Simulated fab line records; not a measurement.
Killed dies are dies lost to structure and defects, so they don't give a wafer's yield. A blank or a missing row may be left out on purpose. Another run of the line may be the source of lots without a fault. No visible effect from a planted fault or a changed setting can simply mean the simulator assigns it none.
Struck lot and sound lot, side by side + flow n5Finfet + 31 out of 1938 route steps
Sound: these wafers, L137.1, L137.4, L137.6. Struck: wafer L149.6 (L149.2, L149.5, from the same lot, were not struck and are left out); the cause is given at the end.
Per side, at each step with rows, come the tool, then ch with its chambers, and then its first start. Under that, the readings that differ: sound wafers + struck wafers + difference of the means + sigmas: that difference in standard deviations of wafers without a fault.
alike: a reading whose means differ by less than 2 such deviations, as well as words and numbers matching on both sides. not compared: withheld readings; readings where some wafer has no value; bounds like >300 that might hide an equal value; numbers whose values overlap and for which the record gives no deviation.
A row with sigmas, a row that says differs or no value, or rows on one side alone: a step with any of these is where the two part. Non-overlapping numbers with no deviation appear without sigmas and do not part them. Lack of a reading on every wafer of one side parts them only where that side has two or more wafers.

first, 1 step without rows for these wafers: N5_PASSIVATION_HARDBAKE_31 (time 120 s).
N5_PASSIVATION_CD_MEAS_30 targets a cd of 4000 nm.
  sound on cdSem-02 ch 0, day 14 00:41; struck on cdSem-02 ch 0, day 16 08:25
  alike: cdNm
N5_PASSIVATION_OVL_MEAS_63:
  sound on overlay-01 ch 0, day 14 00:43; struck on overlay-02 ch 0, day 16 08:27
  alike: PAD_OVL
N5_PASSIVATION_INSPECT_64: inspects for defects (macro).
  sound: defectInspect-02 at day 14 00:44; struck: defectInspect-01 at day 16 08:29
| reading        | sound | struck | difference | sigmas |
|----------------|-------|--------|------------|--------|
| rawDefectCount | 3 5 3 | 0      | -4         | -3     |
N5_PASSIVATION_DESCUM_32: chemistry O2, time 7.9 s.
  sound on rieDiel-02 ch 0,1,2, day 14 00:46; struck on rieDiel-02 ch 1, day 16 09:35
  alike: drypumpMotorCurrentA, oesProductAu, rfVppV, showerheadPlenumPTorr, throttleValvePct
  not compared: rfHoursCounterH
N5_PASSIVATION_AL_ETCH_33: etches Al in Cl2/BCl3, stops on TaN, target depth 2800 nm, time 466.7 s.
  sound on rieMetal-02 ch 0,1, day 14 00:51; struck on rieMetal-03 ch 0, day 16 09:40
| reading             | sound          | struck | difference | sigmas |
|---------------------|----------------|--------|------------|--------|
| oesProductAu (a.u.) | 0.72 0.82 0.82 | 0.60   | -0.19      | -2     |
  alike: drypumpMotorCurrentA, mfcCl2Sccm, throttleValvePct
  not compared: rfHoursCounterH
then, 6 steps without rows for these wafers: N5_PASSIVATION_ETCH_59 (etches TaN in Cl2/BCl3, target depth 65 nm, time 34.9 s); N5_PASSIVATION_STRIP_34 (strips in O2); N5_PASSIVATION_STRIP_51 (strips in post etch residue remover, time 1200 s); N5_PASSIVATION_CLEAN_69 (cleans in IPA, time 180 s); N5_PASSIVATION_SRD_70 (time 30 s); N5_PASSIVATION_PECVD_53 (deposits SiO2 from TEOS/O2, target thk 800 nm, time 169.4 s).
N5_PASSIVATION_PECVD_35: deposits SiNx from SiH4/NH3/N2, target thk 700 nm, time 151.3 s.
  sound on pecvd-02 ch 2, day 14 02:06; struck on pecvd-04 ch 2, day 16 11:11
| reading                                       | sound             | struck | difference | sigmas |
|-----------------------------------------------|-------------------|--------|------------|--------|
| runLengthS (s)                                | 195.9 196.2 195.8 | 156.8  | -39.2      | -54    |
| model.SiNx_of_PASSIVATION_PECVD_35.thkNm (nm) | 688.4 698.8 688.4 | 522.2  | -169.7     |        |
  alike: heaterPowerW, showerheadPlenumPTorr, throttleValvePct
then, 8 steps without rows for these wafers: N5_PASSIVATION_HMDS_37 (time 60 s); N5_PASSIVATION_COAT_38; N5_PASSIVATION_EBR_40; N5_PASSIVATION_SOFTBAKE_39 (time 120 s); N5_PASSIVATION_EXPOSE_41 (exposes mask PASS OPEN, defocus 0 nm, target cd 40000 nm); N5_PASSIVATION_PEB_42; N5_PASSIVATION_DEVELOP_43 (develop time 60 s); N5_PASSIVATION_HARDBAKE_45 (time 120 s).
N5_PASSIVATION_CD_MEAS_44 targets a cd of 40000 nm.
  sound on cdSem-01 ch 0, day 14 02:35; struck on cdSem-03 ch 0, day 16 11:44
  alike: cdNm
N5_PASSIVATION_OVL_MEAS_66:
  sound on overlay-02 ch 0, day 14 02:37; struck on overlay-02 ch 0, day 16 11:46
  alike: PASS_OPEN_OVL
N5_PASSIVATION_INSPECT_67: inspects for defects (macro).
  sound: defectInspect-01 at day 14 02:38; struck: defectInspect-02 at day 16 11:47
  alike: rawDefectCount
N5_PASSIVATION_DESCUM_46: chemistry O2, time 7.9 s.
  sound on rieDiel-06 ch 0,2,3, day 14 03:07; struck on rieDiel-06 ch 0, day 16 11:50
  alike: drypumpMotorCurrentA, oesProductAu, rfVppV, showerheadPlenumPTorr, throttleValvePct
  not compared: rfHoursCounterH
then, 1 step without rows for these wafers: N5_PASSIVATION_PASS_ETCH_47 (etches SiNx in CF4/O2, target depth 770 nm, time 385 s).
N5_PASSIVATION_ETCH_54: etches SiO2 in CHF3/O2, target depth 880 nm, time 440 s.
  sound on rieDiel-06 ch 0,2,3, day 14 03:23; struck on rieDiel-06 ch 0, day 16 12:05
  alike: O2_flow_sccm, drypumpMotorCurrentA, oesProductAu, rfVppV, showerheadPlenumPTorr, throttleValvePct
  not compared: rfHoursCounterH
N5_PASSIVATION_STRIP_48: strips in O2.
  sound on rieDiel-06 ch 0,2,3, day 14 03:40; struck on rieDiel-06 ch 0, day 16 12:23
| reading    | sound       | struck | difference | sigmas |
|------------|-------------|--------|------------|--------|
| rfVppV (V) | 2.3 0.1 2.4 | 6.8    | +5.2       | +2     |
  alike: drypumpMotorCurrentA, oesProductAu, showerheadPlenumPTorr, throttleValvePct
  not compared: rfHoursCounterH
N5_PASSIVATION_STRIP_52: strips in post etch residue remover, time 1200 s.
  sound on wetBench-04 ch 1,2,3, day 14 03:44; struck on wetBench-04 ch 1, day 16 12:26
| reading                                       | sound         | struck | difference | sigmas |
|-----------------------------------------------|---------------|--------|------------|--------|
| model.SiNx_of_PASSIVATION_PECVD_35.thkNm (nm) | 688 698.6 688 | 521.8  | -169.7     |        |
then, 1 step without rows for these wafers: N5_PASSIVATION_CLEAN_71 (cleans in IPA, time 180 s).
N5_PASSIVATION_PROBE_49:
  sound: prober-02 at day 14 06:10; struck: prober-01 at day 16 15:40
| reading            | sound    | struck | difference | sigmas |
|--------------------|----------|--------|------------|--------|
| killed_at_M0_to_M3 | 30 27 42 | 13     | -20        | -2     |
| killedAtContacts   | 3 16 5   | 21     | +13        | +2     |
| killedAtOther      | 0 0 1    | 5      | +5         | +2     |
  alike: defectLimitedYield, killed_at_M4_up, killedAtFrontEnd, killedDies, killedOpen, killedShort, sort_bin_5_function, sort_bin_6_memory, sortNPass, sortYieldPct

== WHERE THEY PART ==
Earliest at N5_PASSIVATION_INSPECT_64; latest, in this record, at N5_PASSIVATION_PROBE_49.

WHY: whatever the simulator had introduced
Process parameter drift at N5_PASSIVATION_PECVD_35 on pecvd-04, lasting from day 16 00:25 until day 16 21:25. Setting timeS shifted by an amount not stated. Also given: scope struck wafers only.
